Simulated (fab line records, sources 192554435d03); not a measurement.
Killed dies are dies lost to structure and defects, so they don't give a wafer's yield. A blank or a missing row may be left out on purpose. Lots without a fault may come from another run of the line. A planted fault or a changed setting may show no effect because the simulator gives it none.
One fault seen from 2 desks | flow n5_finfet | each desk has only its own numbers; what lay behind them comes last

THE METROLOGY DESK
What the gauges read, lot by lot, whatever tool the lot ran on: means of the sampled wafers that have a number. A lot is out of limits, marked OUT, if its mean lies more than 4 standard deviations from the usual mean; the brackets give that distance.
Columns: A = cd_nm at N5_BEOL_M15_CD_MEAS_10, usual 361.0 nm
lot  | first seen here | A
L758 | day 11 06:20    | 362.2
L759 | day 11 19:58    | 362.6
L760 | day 11 21:04    | 363.0
L762 | day 12 11:04    | 360.2
L763 | day 12 13:51    | 364.0
L764 | day 13 03:48    | 362.0
L765 | day 13 13:32    | 362.0
L768 | day 14 08:22    | 359.7
L770 | day 14 19:43    | 359.4
L773 | day 15 05:41    | 361.2
L779 | day 17 07:51    | 358.7
L780 | day 17 11:36    | 360.8
This desk's finding: nothing out of limits on any of the 12 lots.

THE TOOL OWNER'S DESK: pvd_sputter-02
The tool's own readings at N5_BEOL_M12_PRE_CLEAN_42 (time 30 s): means of the sampled wafers that have a number, for each lot that ran on this tool. A lot is out of limits, marked OUT, if its mean lies more than 4 standard deviations from the usual mean; the brackets give that distance.
Columns: A = heater_power_w at N5_BEOL_M12_PRE_CLEAN_42, usual 337 W
lot  | first seen here | A
L759 | day 10 20:38    | 331
L760 | day 11 04:34    | 326
L762 | day 11 18:28    | 323
L763 | day 12 00:23    | 319
L765 | day 13 00:22    | 337
L768 | day 13 19:02    | 338
L770 | day 14 06:45    | 319
L773 | day 14 14:11    | 313
This desk's finding: nothing out of limits on any of the 8 lots.

PUT TOGETHER
The metrology desk saw nothing out of limits.
The tool owner's desk saw nothing out of limits.

WHAT THE SIMULATOR HAD PUT IN
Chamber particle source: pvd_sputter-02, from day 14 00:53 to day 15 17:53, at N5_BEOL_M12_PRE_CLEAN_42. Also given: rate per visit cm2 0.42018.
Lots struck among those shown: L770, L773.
